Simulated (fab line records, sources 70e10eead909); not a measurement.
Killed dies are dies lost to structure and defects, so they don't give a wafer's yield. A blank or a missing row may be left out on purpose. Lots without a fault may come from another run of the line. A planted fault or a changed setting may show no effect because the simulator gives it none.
Which tool did it? | flow nand_harc | 24 lots, 72 wafers sampled, at 6 steps of a route of 1302

WHAT THE GAUGES READ, wafer by wafer
The record holds no reading of a measuring or inspecting step that can be judged against a usual standard deviation.

WHICH TOOL RAN EACH LOT (tool, then ch and the chambers of the sampled wafers, then the start)
lot  | NHARC_A_STAIRCASE_ETCH_25      | NHARC_A_STAIRCASE_ETCH_188     | NHARC_A_STAIRCASE_ETCH_199     | NHARC_A_STAIRCASE_TRIM_202     | NHARC_A_STAIRCASE_ETCH_227     | NHARC_A_STAIRCASE_TRIM_233
L074 | rie_diel-08 ch 0,1,3, no start | rie_diel-12 ch 0,1,3, no start | rie_diel-11 ch 1,2, no start   | rie_diel-11 ch 1,3, no start   | rie_diel-11 ch 0,1,2, no start | rie_diel-12 ch 0,3, no start
L075 | rie_diel-08 ch 0,1, no start   | rie_diel-12 ch 1,2, no start   | rie_diel-11 ch 0,1,3, no start | rie_diel-11 ch 0,2,3, no start | rie_diel-12 ch 0,1,2, no start | rie_diel-12 ch 1,2, no start
L077 | rie_diel-11 ch 2,3, no start   | rie_diel-11 ch 1,3, no start   | rie_diel-11 ch 0,2,3, no start | rie_diel-11 ch 1,3, no start   | rie_diel-12 ch 2,3, no start   | rie_diel-08 ch 0,2,3, no start
L076 | rie_diel-12 ch 0,3, no start   | rie_diel-12 ch 1,3, no start   | rie_diel-12 ch 0,2,3, no start | rie_diel-12 ch 2,3, no start   | rie_diel-12 ch 1,2, no start   | rie_diel-08 ch 0,1,2, no start
L079 | rie_diel-11 ch 1,2, no start   | rie_diel-12 ch 1,2,3, no start | rie_diel-12 ch 0,2,3, no start | rie_diel-12 ch 0,2, no start   | rie_diel-08 ch 0,2,3, no start | rie_diel-08 ch 0,1,3, no start
L078 | rie_diel-08 ch 2,3, no start   | rie_diel-08 ch 0,2,3, no start | rie_diel-12 ch 0,1,2, no start | rie_diel-12 ch 0,3, no start   | rie_diel-12 ch 2,3, no start   | rie_diel-12 ch 1,2,3, no start
L080 | rie_diel-12 ch 0,2,3, no start | rie_diel-12 ch 0,2,3, no start | rie_diel-11 ch 0,1,3, no start | rie_diel-11 ch 0,2,3, no start | rie_diel-08 ch 1,2,3, no start | rie_diel-08 ch 0,2,3, no start
L081 | rie_diel-11 ch 1,2,3, no start | rie_diel-12 ch 0,1,2, no start | rie_diel-12 ch 1,2,3, no start | rie_diel-12 ch 1,2,3, no start | rie_diel-08 ch 0,2,3, no start | rie_diel-08 ch 0,1,2, no start
L082 | rie_diel-12 ch 1,2,3, no start | rie_diel-12 ch 1,2, no start   | rie_diel-12 ch 0,2, no start   | rie_diel-12 ch 2,3, no start   | rie_diel-11 ch 0,2,3, no start | rie_diel-08 ch 1,2,3, no start
L083 | rie_diel-11 ch 2,3, no start   | rie_diel-11 ch 2,3, no start   | rie_diel-08 ch 0,1,3, no start | rie_diel-08 ch 0,1,2, no start | rie_diel-11 ch 0,1,2, no start | rie_diel-08 ch 0,1,2, no start
L084 | rie_diel-11 ch 1,3, no start   | rie_diel-08 ch 0,2,3, no start | rie_diel-08 ch 1,2,3, no start | rie_diel-08 ch 1,2,3, no start | rie_diel-08 ch 2,3, no start   | rie_diel-11 ch 1,2, no start
L085 | rie_diel-12 ch 0,1, no start   | rie_diel-08 ch 0,2,3, no start | rie_diel-08 ch 0,1,2, no start | rie_diel-08 ch 2,3, no start   | rie_diel-12 ch 0,2, no start   | rie_diel-11 ch 0,1, no start
L086 | rie_diel-08 ch 1,2, no start   | rie_diel-12 ch 1,2,3, no start | rie_diel-11 ch 0,3, no start   | rie_diel-11 ch 0,1,3, no start | rie_diel-12 ch 0,1, no start   | rie_diel-11 ch 0,1,3, no start
L087 | rie_diel-08 ch 0,3, no start   | rie_diel-11 ch 1,2,3, no start | rie_diel-12 ch 2,3, no start   | rie_diel-12 ch 2,3, no start   | rie_diel-08 ch 0,3, no start   | rie_diel-12 ch 0,3, no start
L088 | rie_diel-08 ch 0,2,3, no start | rie_diel-12 ch 0,2, no start   | rie_diel-12 ch 2,3, no start   | rie_diel-12 ch 1,2,3, no start | rie_diel-08 ch 0,2,3, no start | rie_diel-12 ch 0,2,3, no start
L090 | rie_diel-12 ch 0,2,3, no start | rie_diel-12 ch 0,2,3, no start | rie_diel-12 ch 1,2,3, no start | rie_diel-12 ch 1,2, no start   | rie_diel-11 ch 1,2, no start   | rie_diel-08 ch 0,2, no start
L089 | rie_diel-12 ch 1,2,3, no start | rie_diel-12 ch 1,2, no start   | rie_diel-12 ch 1,2, no start   | rie_diel-12 ch 0,3, no start   | rie_diel-08 ch 2,3, no start   | rie_diel-12 ch 0,1,3, no start
L091 | rie_diel-11 ch 0,1,2, no start | rie_diel-12 ch 0,2, no start   | rie_diel-12 ch 0,1,3, no start | rie_diel-12 ch 0,1,3, no start | rie_diel-11 ch 1,2,3, no start | rie_diel-12 ch 0,3, no start
L092 | rie_diel-11 ch 0,2,3, no start | rie_diel-12 ch 0,1,3, no start | rie_diel-12 ch 0,1,2, no start | rie_diel-12 ch 0,1,2, no start | rie_diel-11 ch 0,2, no start   | rie_diel-08 ch 0,2,3, no start
L094 | rie_diel-12 ch 1,2,3, no start | rie_diel-12 ch 0,1,2, no start | rie_diel-11 ch 0,2,3, no start | rie_diel-11 ch 0,1,3, no start | rie_diel-11 ch 1,2,3, no start | rie_diel-11 ch 0,1,3, no start
L093 | rie_diel-08 ch 0,1,3, no start | rie_diel-11 ch 0,2,3, no start | rie_diel-11 ch 0,1,2, no start | rie_diel-11 ch 1,2,3, no start | rie_diel-11 ch 0,1,2, no start | rie_diel-11 ch 0,1,2, no start
L095 | rie_diel-11 ch 1,2,3, no start | rie_diel-12 ch 0,1,3, no start | rie_diel-12 ch 0,2,3, no start | rie_diel-12 ch 0,2,3, no start | rie_diel-08 ch 1,2,3, no start | rie_diel-12 ch 0,1,2, no start
L096 | rie_diel-11 ch 0,1,3, no start | rie_diel-12 ch 1,3, no start   | rie_diel-11 ch 0,2,3, no start | rie_diel-11 ch 1,2,3, no start | rie_diel-12 ch 0,1,2, no start | rie_diel-08 ch 0,3, no start
L097 | rie_diel-12 ch 0,1,3, no start | rie_diel-12 ch 1,2,3, no start | rie_diel-08 ch 0,1,2, no start | rie_diel-08 ch 0,1,2, no start | rie_diel-08 ch 0,2,3, no start | rie_diel-12 ch 0,1,2, no start
- NHARC_A_STAIRCASE_ETCH_25: etches the open film in C4F8/O2, target depth 100 nm, time 40.5 s.
- NHARC_A_STAIRCASE_ETCH_188: etches the open film in C4F8/O2, target depth 100 nm, time 40.5 s.
- NHARC_A_STAIRCASE_ETCH_199: etches the open film in C4F8/O2, target depth 100 nm, time 40.5 s.
- NHARC_A_STAIRCASE_TRIM_202: chemistry O2, time 211.2 s.
- NHARC_A_STAIRCASE_ETCH_227: etches the open film in C4F8/O2, target depth 100 nm, time 40.5 s.
- NHARC_A_STAIRCASE_TRIM_233: chemistry O2, time 211.2 s.

WHAT THE TOOLS THEMSELVES READ (means of the sampled wafers that have a number; where no wafer has one, the mark that the record gives instead)
NHARC_A_STAIRCASE_ETCH_25.
lot  | tool        | oes_product_au (a.u.) | rf_vpp_V (V)
L074 | rie_diel-08 | 0.931                 | 895
L075 | rie_diel-08 | 0.947                 | 899
L077 | rie_diel-11 | 0.943                 | 887
L076 | rie_diel-12 | 0.933                 | 896
L079 | rie_diel-11 | 0.946                 | 894
L078 | rie_diel-08 | 0.948                 | 892
L080 | rie_diel-12 | 0.942                 | 895
L081 | rie_diel-11 | 0.944                 | 892
L082 | rie_diel-12 | 0.936                 | 896
L083 | rie_diel-11 | 0.948                 | 901
L084 | rie_diel-11 | 0.947                 | 892
L085 | rie_diel-12 | 0.948                 | 901
L086 | rie_diel-08 | 0.943                 | 892
L087 | rie_diel-08 | 0.955                 | 899
L088 | rie_diel-08 | 0.940                 | 896
L090 | rie_diel-12 | 0.933                 | 895
L089 | rie_diel-12 | 0.954                 | 896
L091 | rie_diel-11 | 0.945                 | 900
L092 | rie_diel-11 | 0.954                 | 895
L094 | rie_diel-12 | 0.943                 | 895
L093 | rie_diel-08 | 0.955                 | 893
L095 | rie_diel-11 | 0.947                 | 897
L096 | rie_diel-11 | 0.944                 | 893
L097 | rie_diel-12 | 0.938                 | 899

NHARC_A_STAIRCASE_ETCH_188.
lot  | tool        | oes_product_au (a.u.) | rf_vpp_V (V)
L074 | rie_diel-12 | 0.946                 | 900
L075 | rie_diel-12 | 0.950                 | 896
L077 | rie_diel-11 | 0.939                 | 897
L076 | rie_diel-12 | 0.933                 | 897
L079 | rie_diel-12 | 0.955                 | 895
L078 | rie_diel-08 | 0.944                 | 896
L080 | rie_diel-12 | 0.922                 | 895
L081 | rie_diel-12 | 0.914                 | 897
L082 | rie_diel-12 | 0.927                 | 894
L083 | rie_diel-11 | 0.944                 | 895
L084 | rie_diel-08 | 0.946                 | 896
L085 | rie_diel-08 | 0.927                 | 896
L086 | rie_diel-12 | 0.954                 | 895
L087 | rie_diel-11 | 0.947                 | 897
L088 | rie_diel-12 | 0.940                 | 896
L090 | rie_diel-12 | 0.928                 | 894
L089 | rie_diel-12 | 0.928                 | 900
L091 | rie_diel-12 | 0.954                 | 893
L092 | rie_diel-12 | 0.934                 | 899
L094 | rie_diel-12 | 0.947                 | 898
L093 | rie_diel-11 | 0.949                 | 896
L095 | rie_diel-12 | 0.947                 | 899
L096 | rie_diel-12 | 0.914                 | 900
L097 | rie_diel-12 | 0.918                 | 896

NHARC_A_STAIRCASE_ETCH_199.
lot  | tool        | oes_product_au (a.u.) | rf_vpp_V (V)
L074 | rie_diel-11 | 0.956                 | 896
L075 | rie_diel-11 | 0.943                 | 894
L077 | rie_diel-11 | 0.937                 | 890
L076 | rie_diel-12 | 0.948                 | 894
L079 | rie_diel-12 | 0.937                 | 894
L078 | rie_diel-12 | 0.943                 | 899
L080 | rie_diel-11 | 0.938                 | 894
L081 | rie_diel-12 | 0.939                 | 896
L082 | rie_diel-12 | 0.947                 | 897
L083 | rie_diel-08 | 0.953                 | 893
L084 | rie_diel-08 | 0.928                 | 890
L085 | rie_diel-08 | 0.938                 | 895
L086 | rie_diel-11 | 0.953                 | 890
L087 | rie_diel-12 | 0.935                 | 892
L088 | rie_diel-12 | 0.932                 | 891
L090 | rie_diel-12 | 0.930                 | 896
L089 | rie_diel-12 | 0.945                 | 894
L091 | rie_diel-12 | 0.934                 | 898
L092 | rie_diel-12 | 0.943                 | 898
L094 | rie_diel-11 | 0.943                 | 895
L093 | rie_diel-11 | 0.945                 | 899
L095 | rie_diel-12 | 0.946                 | 894
L096 | rie_diel-11 | 0.953                 | 896
L097 | rie_diel-08 | 0.936                 | 902

NHARC_A_STAIRCASE_TRIM_202.
lot  | tool        | drypump_motor_current_A (A) | oes_product_au (a.u.) | rf_vpp_V (V) | showerhead_plenum_p_Torr (Torr) | throttle_valve_pct (%)
L074 | rie_diel-11 | 5.4                         | 1.008                 | 58.1         | 3.54                            | 17.036
L075 | rie_diel-11 | 5.8                         | 1.001                 | 56.7         | 3.37                            | 17.040
L077 | rie_diel-11 | 5.4                         | 1.007                 | 58.1         | 3.53                            | 17.039
L076 | rie_diel-12 | 6.3                         | 0.995                 | 57.5         | 3.39                            | 17.033
L079 | rie_diel-12 | 6.1                         | 1.003                 | 57.3         | 3.46                            | 17.042
L078 | rie_diel-12 | 5.9                         | 0.994                 | 58.2         | 3.59                            | 17.039
L080 | rie_diel-11 | 5.8                         | 1.009                 | 56.9         | 3.36                            | 17.038
L081 | rie_diel-12 | 6.0                         | 0.987                 | 57.2         | 3.53                            | 17.031
L082 | rie_diel-12 | 6.3                         | 0.994                 | 57.4         | 3.38                            | 17.036
L083 | rie_diel-08 | 5.6                         | 1.006                 | 58.2         | 3.52                            | 17.041
L084 | rie_diel-08 | 6.0                         | 1.005                 | 58.2         | 3.38                            | 17.038
L085 | rie_diel-08 | 6.0                         | 0.993                 | 57.8         | 3.39                            | 17.042
L086 | rie_diel-11 | 5.5                         | 1.001                 | 57.8         | 3.46                            | 17.038
L087 | rie_diel-12 | 6.3                         | 0.996                 | 57.0         | 3.41                            | 17.033
L088 | rie_diel-12 | 6.0                         | 0.991                 | 57.9         | 3.52                            | 17.046
L090 | rie_diel-12 | 5.7                         | 0.996                 | 57.7         | 3.63                            | 17.035
L089 | rie_diel-12 | 5.9                         | 0.994                 | 57.1         | 3.57                            | 17.042
L091 | rie_diel-12 | 5.8                         | 1.006                 | 57.8         | 3.62                            | 17.032
L092 | rie_diel-12 | 5.8                         | 0.999                 | 56.6         | 3.58                            | 17.035
L094 | rie_diel-11 | 5.4                         | 1.004                 | 58.0         | 3.45                            | 17.030
L093 | rie_diel-11 | 5.7                         | 1.003                 | 57.7         | 3.57                            | 17.028
L095 | rie_diel-12 | 6.1                         | 1.000                 | 58.6         | 3.46                            | 17.048
L096 | rie_diel-11 | 5.7                         | 1.008                 | 58.5         | 3.56                            | 17.039
L097 | rie_diel-08 | 5.6                         | 1.002                 | 58.6         | 3.68                            | 17.034

NHARC_A_STAIRCASE_ETCH_227.
lot  | tool        | oes_product_au (a.u.) | rf_vpp_V (V)
L074 | rie_diel-11 | 0.942                 | 894
L075 | rie_diel-12 | 0.942                 | 898
L077 | rie_diel-12 | 0.953                 | 891
L076 | rie_diel-12 | 0.941                 | 896
L079 | rie_diel-08 | 0.948                 | 895
L078 | rie_diel-12 | 0.945                 | 892
L080 | rie_diel-08 | 0.949                 | 891
L081 | rie_diel-08 | 0.938                 | 897
L082 | rie_diel-11 | 0.934                 | 896
L083 | rie_diel-11 | 0.953                 | 899
L084 | rie_diel-08 | 0.940                 | 894
L085 | rie_diel-12 | 0.952                 | 893
L086 | rie_diel-12 | 0.939                 | 902
L087 | rie_diel-08 | 0.933                 | 898
L088 | rie_diel-08 | 0.944                 | 896
L090 | rie_diel-11 | 0.959                 | 902
L089 | rie_diel-08 | 0.949                 | 890
L091 | rie_diel-11 | 0.944                 | 898
L092 | rie_diel-11 | 0.940                 | 897
L094 | rie_diel-11 | 0.949                 | 897
L093 | rie_diel-11 | 0.943                 | 898
L095 | rie_diel-08 | 0.946                 | 896
L096 | rie_diel-12 | 0.923                 | 898
L097 | rie_diel-08 | 0.944                 | 895

NHARC_A_STAIRCASE_TRIM_233.
lot  | tool        | drypump_motor_current_A (A) | oes_product_au (a.u.) | rf_vpp_V (V) | showerhead_plenum_p_Torr (Torr) | throttle_valve_pct (%)
L074 | rie_diel-12 | 5.9                         | 0.983                 | 58.4         | 3.60                            | 17.048
L075 | rie_diel-12 | 6.0                         | 1.004                 | 57.3         | 3.51                            | 17.040
L077 | rie_diel-08 | 5.7                         | 1.001                 | 58.4         | 3.55                            | 17.036
L076 | rie_diel-08 | 5.7                         | 1.002                 | 57.0         | 3.53                            | 17.033
L079 | rie_diel-08 | 5.5                         | 0.995                 | 56.9         | 3.47                            | 17.044
L078 | rie_diel-12 | 6.0                         | 0.989                 | 57.0         | 3.53                            | 17.034
L080 | rie_diel-08 | 5.7                         | 1.005                 | 57.9         | 3.54                            | 17.032
L081 | rie_diel-08 | 5.6                         | 0.995                 | 57.2         | 3.53                            | 17.034
L082 | rie_diel-08 | 6.0                         | 1.000                 | 57.1         | 3.38                            | 17.033
L083 | rie_diel-08 | 5.6                         | 1.000                 | 57.9         | 3.52                            | 17.037
L084 | rie_diel-11 | 5.7                         | 1.007                 | 57.7         | 3.67                            | 17.037
L085 | rie_diel-11 | 5.5                         | 0.996                 | 58.0         | 3.51                            | 17.037
L086 | rie_diel-11 | 5.5                         | 1.001                 | 57.6         | 3.46                            | 17.027
L087 | rie_diel-12 | 5.9                         | 0.995                 | 58.1         | 3.57                            | 17.030
L088 | rie_diel-12 | 6.1                         | 0.995                 | 57.8         | 3.47                            | 17.033
L090 | rie_diel-08 | 5.4                         | 1.001                 | 58.0         | 3.67                            | 17.035
L089 | rie_diel-12 | 5.8                         | 0.996                 | 59.0         | 3.62                            | 17.038
L091 | rie_diel-12 | 5.9                         | 0.995                 | 57.5         | 3.57                            | 17.037
L092 | rie_diel-08 | 5.7                         | 1.008                 | 59.0         | 3.52                            | 17.041
L094 | rie_diel-11 | 5.4                         | 0.993                 | 58.1         | 3.45                            | 17.035
L093 | rie_diel-11 | 5.8                         | 1.007                 | 58.0         | 3.61                            | 17.033
L095 | rie_diel-12 | 5.8                         | 1.002                 | 58.0         | 3.57                            | 17.029
L096 | rie_diel-08 | 5.5                         | 0.998                 | 56.8         | 3.45                            | 17.036
L097 | rie_diel-12 | 5.8                         | 0.998                 | 58.1         | 3.57                            | 17.033

THE ANSWER, worked out from the rows above alone
Rule: what is usual is taken from the lots themselves. Put in order of their means at a reading, lots are off if they are a third of the lots or fewer, leave a main group of 4 or more, and stand apart from it by a gap of 3 or more times the standard deviation of the main group's means; of several such gaps the widest counts. A main group whose means are all the same, to the digits that the tables above print for the reading, isn't used. A lot without any number at a reading at which 4 lots or more have one is off too. The other lots that the step has rows for count as sound. The gauges are gone through in route order, then the tools' own readings, and for those a lot's mean is taken as printed above. The first step at which some lot is off is used, and at that step the reading that is off furthest; a lot without a number counts as furthest.
No lot is off at any reading shown: from this, nothing can be told.

WHAT THE SIMULATOR HAD PUT IN
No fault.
